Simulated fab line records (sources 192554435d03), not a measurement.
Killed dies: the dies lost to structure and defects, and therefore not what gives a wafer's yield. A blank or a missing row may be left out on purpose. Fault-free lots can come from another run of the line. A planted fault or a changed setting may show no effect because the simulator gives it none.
Split-lot study    flow n5-finfet    21 wafers read from 7 lots, route of 1938 steps

== THE SPLIT ==
At N5_BEOL_M3_ILD_DEP_00 (deposits SiOC from DEMS/O2, target thk 79 nm, time 15.3 s), the setting time-s was moved away from the recipe's 15.3 s on 4 of the 21 wafers read, by -7.5% to +8.8%. This setting was run at the recipe's value on the other wafers.

The file shows no step between the split and the reading.

== THE READING ==
M3_ILD_THK (nm), taken at N5_BEOL_M3_THK_MEAS_01. A value of 78.9 nm with a standard deviation of 1 nm is what fault-free wafers of this fab line usually give.

wafer   tool, chamber at the split  time-s as run, s  against the recipe  M3_ILD_THK, nm  against lot-mates on the recipe
L075.1  pecvd-01, 0,2               15.3              recipe              78.3            -
L075.4  pecvd-01, 0,2               15.3              recipe              78.4            -
L075.6  pecvd-01, 0                 15.3              recipe              79.6            -
L076.1  pecvd-01, 0                 15.3              recipe              78.7            -
L076.4  pecvd-01, 0                 16.15             +5.6%               84.3            +4.7
L076.6  pecvd-01, 1                 15.3              recipe              80.4            -
L077.2  pecvd-01, 2                 15.3              recipe              76.6            -
L077.3  pecvd-01, 1                 15.3              recipe              79.0            -
L077.4  pecvd-01, 0                 15.3              recipe              80.0            -
L078.1  pecvd-01, 1                 16.64             +8.8%               85.6            +6.9
L078.4  pecvd-01, 0                 16.64             +8.8%               86.9            +8.2
L078.6  pecvd-01, 2                 15.3              recipe              78.7            -
L079.1  pecvd-04, 0                 15.3              recipe              78.0            -
L079.3  pecvd-04, 1                 15.3              recipe              77.7            -
L079.4  pecvd-04, 1                 15.3              recipe              79.1            -
L080.1  pecvd-01, 1                 15.3              recipe              77.8            -
L080.4  pecvd-01, 1                 15.3              recipe              78.9            -
L080.6  pecvd-01, 0                 14.16             -7.5%               73.0            -5.3
L094.4  pecvd-02, 2                 15.3              recipe              80.5            -
L094.5  pecvd-02, 1,0               15.3              recipe              80.2            -
L094.6  pecvd-02, 1,0               15.3              recipe              80.2            -
Where a row lists several chambers, the file gives one row for several wafers and doesn't say which wafer went through which chamber.

FIT RESULTS
A straight line over all 21 wafers: M3_ILD_THK changes by +0.839 nm for each +1% of time-s; r = +0.94; the points scatter about the line by 1 nm.
The same after taking each lot's own level away (the mean of its wafers on the recipe; 21 wafers): +0.823 nm for each +1%; r = +0.96; scatter 0.79 nm.
Per that fit: largest time-s move, reading shift of 7.2 nm.
Across the lots, their own levels run from 78.27 to 80.30 nm, a range of 2.0 times the standard deviation given above.
Consequently the slope shifts little with the lot-to-lot level, the two slopes agreeing.
Check: +7.47 nm against its lot-mates is what the line predicts for one of the wafers moved furthest among these (+8.8%) when that wafer is left out of the fit. Against them it came out at +6.9 nm.

== FURTHER SPLITS ON THESE WAFERS ==
Note: prior to the reading, these wafers also went through further splits. Each is held against what the fit with the lots' levels taken away leaves over:
other split on the same wafers  wafers away from the commonest value  r with M3_ILD_THK (lot level and that fit taken away)
N5_BEOL_M2_COAT_73 spin-rpm     5                                     +0.14

== THE WHOLE CHAIN: every reading that the file lists as answering this split, in the file's order ==
step                    what it does                                               reading                                                                             change (the file's fit)                r (the file's)
N5_BEOL_M3_ILD_DEP_00   deposits SiOC from DEMS/O2, target thk 79 nm, time 15.3 s  SiOC_of_BEOL_M3_ILD_DEP_00.thk-nm (the simulator's own value, which no gauge read)  +0.801 nm for each +1% of the setting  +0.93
N5_BEOL_M3_THK_MEAS_01                                                             M3_ILD_THK                                                                          +0.81 for each +1% of the setting      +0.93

== FILE'S OWN FIT ==
M3_ILD_THK changes by +0.81 nm for each +1% of time-s, r = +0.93.
